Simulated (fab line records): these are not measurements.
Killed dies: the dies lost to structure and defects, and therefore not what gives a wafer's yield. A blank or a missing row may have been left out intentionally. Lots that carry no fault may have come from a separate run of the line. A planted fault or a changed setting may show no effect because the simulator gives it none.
The same fault as seen by 3 desks	flow n5Finfet	what lay behind the numbers comes last; until then each desk has only its own

METROLOGY DESK
What the gauges read, lot by lot, whatever tool the lot ran on: means of the sampled wafers that have a number. Marked OUT: a lot whose mean sits more than 4 standard deviations from the usual mean, which makes it out of limits; the brackets give that distance. 7 of its 11 readings are shown, namely those furthest out on some lot.
Columns: A = DIBL_N at N5_BEOL_M4_RC_MEAS_101, usual 36.1 mV/V; B = DIBL_P at N5_BEOL_M4_RC_MEAS_101, usual 36.3 mV/V; C = IOFF_N at N5_BEOL_M4_RC_MEAS_101, usual 0.15 nA/um; D = IOFF_P at N5_BEOL_M4_RC_MEAS_101, usual 0.21 nA/um; E = ION_P at N5_BEOL_M4_RC_MEAS_101, usual 463 uA/um; F = SS_P at N5_BEOL_M4_RC_MEAS_101, usual 73.2 mV/dec; G = VT_P at N5_BEOL_M4_RC_MEAS_101, usual -250 mV
lot	first seen here	A	B	C	D	E	F	G
L492	day 7 09:26	35.5	35.6	0.14	0.21	467	73.3	-249
L495	day 7 20:57	33.1	34.1	0.09	0.13	442	72.4	-261
L496	day 8 03:04	35.7	37.3	0.15	0.22	461	73.1	-251
L507	day 11 02:10	36.4	36.3	0.17	0.24	472	72.8	-246
L508	day 11 09:27	35.4	35.1	0.15	0.21	455	73.1	-251
L510	day 11 21:38	41.1	42.0	0.23	0.29	464	74.8	-247
L512	day 12 00:34	34.8	35.9	0.14	0.20	464	73.4	-252
L514	day 12 18:27	37.3	36.1	0.15	0.22	458	72.6	-249
L515	day 12 21:29	37.0	36.1	0.16	0.23	470	73.4	-246
This desk found nothing out of limits on any of the 9 lots.

THE DEFECT DESK
Counts from the inspections along the route, per lot, as means over the sampled wafers that have a number. Marked OUT: a lot whose mean sits more than 4 standard deviations from the usual mean, which makes it out of limits; the brackets give that distance.
Columns: A = rawDefectCount at N5_BEOL_M3_INSPECT_13, usual 402
lot	first seen here	A
L492	day 7 08:27	279
L495	day 7 20:01	538
L496	day 8 01:59	323
L507	day 11 00:53	350
L508	day 11 08:31	381
L510	day 11 20:41	454
L512	day 11 23:38	436
L514	day 12 17:20	413
L515	day 12 20:25	419
This desk found nothing out of limits on any of the 9 lots.

TOOL OWNER'S DESK, lithoTrack-05
The tool's own readings at N5_BEOL_M3_COAT_68 (time 60 s, resist thk 12 nm): means of the sampled wafers that have a number, for each lot that ran on this tool. Marked OUT: a lot whose mean sits more than 4 standard deviations from the usual mean, which makes it out of limits; the brackets give that distance.
Columns: A = spinSpeedRpm at N5_BEOL_M3_COAT_68, usual 1500.1 rpm
lot	first seen here	A
L492	day 7 09:07	1500.3
L495	day 7 20:31	1820.0 (+99 or more) OUT
L496	day 8 02:45	1819.8 (+99 or more) OUT
L507	day 11 01:51	1499.6
L508	day 11 09:01	1500.3
L510	day 11 21:11	1499.7
L512	day 12 00:15	1500.5
L514	day 12 18:02	1500.5
L515	day 12 21:07	1500.5
This desk finds L495, L496 out of limits, L495 being first, at day 7 20:31 (spinSpeedRpm at N5_BEOL_M3_COAT_68). Within limits: L492, L507, L508, L510, L512, L514, L515.

ALL TOGETHER
An alarm could have come from the tool owner's desk at day 7 20:31, on L495, L496.
Nothing out of limits was seen by the metrology desk.
Nothing the defect desk looked at was out of limits.
The metrology desk holds a record of L495, L496, inside its limits.
The defect desk has L495, L496 on record, within its limits.
All the named lots went through N5_BEOL_M3_COAT_68 on lithoTrack-05.

WHAT THE SIMULATOR PUT IN
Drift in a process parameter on lithoTrack-05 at N5_BEOL_M3_COAT_68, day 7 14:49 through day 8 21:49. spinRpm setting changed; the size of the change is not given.
Struck lots among those shown: L495, L496.
Hours from the fault's start to each desk's first reading out of limits: the tool owner's desk, 6.
